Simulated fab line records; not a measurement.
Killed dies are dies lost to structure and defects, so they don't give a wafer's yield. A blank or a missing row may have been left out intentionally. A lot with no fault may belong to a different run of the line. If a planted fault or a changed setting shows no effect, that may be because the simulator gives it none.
Matching of chambers    flow nandHarc    rieSi-03 running NHARC_A_CHANNEL_FILL_D1_ETCHBACK_19: 4 sister chambers
The step etches the open film in HBr/Cl2, target depth 5 nm, time 1.7 s. 4 wafers are shown with their chamber, then 7 later ones without.

WAFERS, EACH WITH ITS CHAMBER
wafer   chamber  drypumpMotorCurrentA (A)
L083.4  3        6.3
L085.3  0        5.0
L085.5  2        5.5
L090.5  1        5.8

WAFERS WITH NO CHAMBER GIVEN
wafer   drypumpMotorCurrentA (A)
L090.6  5.4
L092.3  5.0
L092.4  5.8
L092.5  5.8
L097.1  6.3
L097.3  5.4
L097.5  5.8

WHICH CHAMBER EACH WENT THROUGH
wafer   from the rows above  in truth
L090.6  2                    2
L092.3  0                    0
L092.4  1                    1
L092.5  1                    1
L097.1  3                    3
L097.3  2                    2
L097.5  1                    1
Placed correctly: 7 of 7. Left unplaced by these rows: 0. 0 placed wrongly.
How it was worked out, from the rows above alone: a wafer's distance from a chamber is the root of the sum, over the readings, of the square of ((its reading less the chamber's mean) divided by the reading's scatter). The wafer belongs to the nearest chamber; if the next one is less than 2 further off, it can't be placed. A chamber's mean is the mean of its shown wafers. The scatter (one wafer shown for each chamber): square how far every hidden wafer sits from the nearest shown wafer, average those squares and take the square root.
